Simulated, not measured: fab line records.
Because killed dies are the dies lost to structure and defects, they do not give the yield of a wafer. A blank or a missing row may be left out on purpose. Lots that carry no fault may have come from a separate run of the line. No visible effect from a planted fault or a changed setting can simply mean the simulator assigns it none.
Chamber matching | flow n5 finfet | N5_BEOL_M14_ETCH_68 on rie diel-03 has 4 sister chambers
The step etches SOC in N2/H2, time 450 s. 4 wafers are shown with their chamber, then 10 later ones without.

== WAFERS WITH THEIR CHAMBER ==
wafer  | chamber | showerhead plenum p Torr (Torr)
L085.2 | 1       | 2.58
L085.4 | 2       | 2.42
L088.1 | 0       | 2.72
L088.3 | 3       | 2.60

== WAFERS MISSING THEIR CHAMBER ==
wafer  | showerhead plenum p Torr (Torr)
L088.6 | 2.72
L094.1 | 2.60
L094.2 | 2.58
L094.5 | 2.58
L096.2 | 2.60
L096.4 | 2.41
L096.5 | 2.60
L097.2 | 2.71
L097.3 | 2.41
L097.6 | 2.41

== WHICH CHAMBER EACH WENT THROUGH ==
wafer  | from the rows above | in truth
L088.6 | 0                   | 0
L094.1 | 3                   | 3
L094.2 | 1                   | 1
L094.5 | 1                   | 1
L096.2 | 3                   | 3
L096.4 | 2                   | 2
L096.5 | 3                   | 3
L097.2 | 0                   | 0
L097.3 | 2                   | 2
L097.6 | 2                   | 2
Correct placement for 10 of the 10. From these rows, 0 cannot be placed. Placed wrongly: 0.
How it was worked out, from the rows above alone: a wafer's distance from a chamber is the root of the sum, over the readings, of the square of ((its reading less the chamber's mean) divided by the reading's scatter). The wafer belongs to the nearest chamber; if the next one is less than 2 further off, it can't be placed. A chamber's mean is the mean of its shown wafers. The scatter: with one shown wafer a chamber, the root of the mean of the squares of how far each hidden wafer lies from its nearest shown one.
